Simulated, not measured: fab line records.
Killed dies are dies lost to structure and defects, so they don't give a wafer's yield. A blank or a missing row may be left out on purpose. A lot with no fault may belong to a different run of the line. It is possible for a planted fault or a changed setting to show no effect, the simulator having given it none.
A struck lot beside a sound one    flow nandHarc    14 out of 1302 route steps
Sound: these wafers, L781.1, L781.3, L781.5. Struck: wafer L786.1 (left out: L786.3, a lot-mate that was not struck); the cause follows at the end.
For every step that has rows: the tool of each side, followed by ch and its chambers, followed by its first start. Under that, the readings that differ: sound wafers    struck wafers    difference of the means    sigmas: that difference in standard deviations of wafers without a fault.
alike: words and numbers the same on both sides, and readings whose means are apart by under 2 such deviations; not compared: readings that were withheld, readings missing a value for some wafer, numbers with overlapping values and no deviation given by the record, and bounds like >300 which may hide the same value.
Wherever a step has rows on one side only, a row that says differs or no value, or a row with sigmas, the two part there. Numbers that don't overlap but have no deviation are shown without sigmas and don't part them. A reading that every wafer of one side lacks parts them only if that side has two wafers or more.

first, 7 steps without rows for these wafers: NHARC_A_BLC_COAT_03 (time 65 s); NHARC_A_BLC_COAT_04 (resist thk 90 nm); NHARC_A_BLC_SOFTBAKE_05 (time 55 s); NHARC_A_BLC_EBR_06; NHARC_A_BLC_EXPOSE_07 (exposes mask A BLC, target cd 100 nm); NHARC_A_BLC_PEB_08 (peb time 65 s); NHARC_A_BLC_DEVELOP_09 (develop time 35 s).
NHARC_A_BLC_CD_MEAS_10: target cd 100 nm.
  sound on cdSem-02 ch 0, day 28 03:00; struck on cdSem-03 ch 0, day 30 12:01
  alike: cdNm
NHARC_A_BLC_OVL_MEAS_11:
  sound on overlay-02 at day 28 03:05; struck on overlay-01 at day 30 12:07
  alike: overlayXNm, overlayYNm
NHARC_A_BLC_INSPECT_12:
  sound on defectInspect-01 at day 28 03:07; struck on defectInspect-01 at day 30 12:08
  alike: rawDefectCount
NHARC_A_BLC_DESCUM_15: chemistry O2, time 3 s.
  sound on rieDiel-13 ch 1,3, day 28 03:11; struck on rieDiel-10 ch 2, day 30 12:13
  alike: drypumpMotorCurrentA, oesProductAu, rfVppV, showerheadPlenumPTorr, throttleValvePct
  not compared: rfHoursCounterH
NHARC_A_BLC_ETCH_16: etches the open film in CF4, target depth 39 nm, time 65 s.
  sound on rieDiel-13 ch 1,2,3, day 28 03:17; struck on rieDiel-10 ch 0, day 30 12:19
  alike: drypumpMotorCurrentA, oesProductAu, rfVppV, showerheadPlenumPTorr, throttleValvePct
  not compared: rfHoursCounterH
NHARC_A_BLC_ETCH_17: etches the open film in N2/H2, target depth 390 nm, time 609.38 s.
  sound on rieDiel-13 ch 0,1,2, day 28 03:26; struck on rieDiel-10 ch 2, day 30 12:28
reading              sound              struck  difference  sigmas
oesProductAu (a.u.)  0.995 0.998 0.995  0.872   -0.124      -15
  alike: drypumpMotorCurrentA, n2FlowSccm, rfVppV, showerheadPlenumPTorr, throttleValvePct
  not compared: rfHoursCounterH
NHARC_A_BLC_ETCH_18: etches the open film in C4F8/O2/Ar, target depth 910 nm.
  sound: rieDiel-13 ch 1,2; struck: rieDiel-10 ch 2
  alike: oesProductAu, rfVppV
  not compared: rfHoursCounterH

WHERE THEY PART
Within this record, at NHARC_A_BLC_ETCH_17 only. Later steps at which nothing parts them and some readings are alike: NHARC_A_BLC_ETCH_18.

WHY: whatever the simulator had introduced
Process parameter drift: rieDiel-10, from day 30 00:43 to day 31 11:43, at NHARC_A_BLC_ETCH_17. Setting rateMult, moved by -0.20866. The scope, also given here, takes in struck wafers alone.
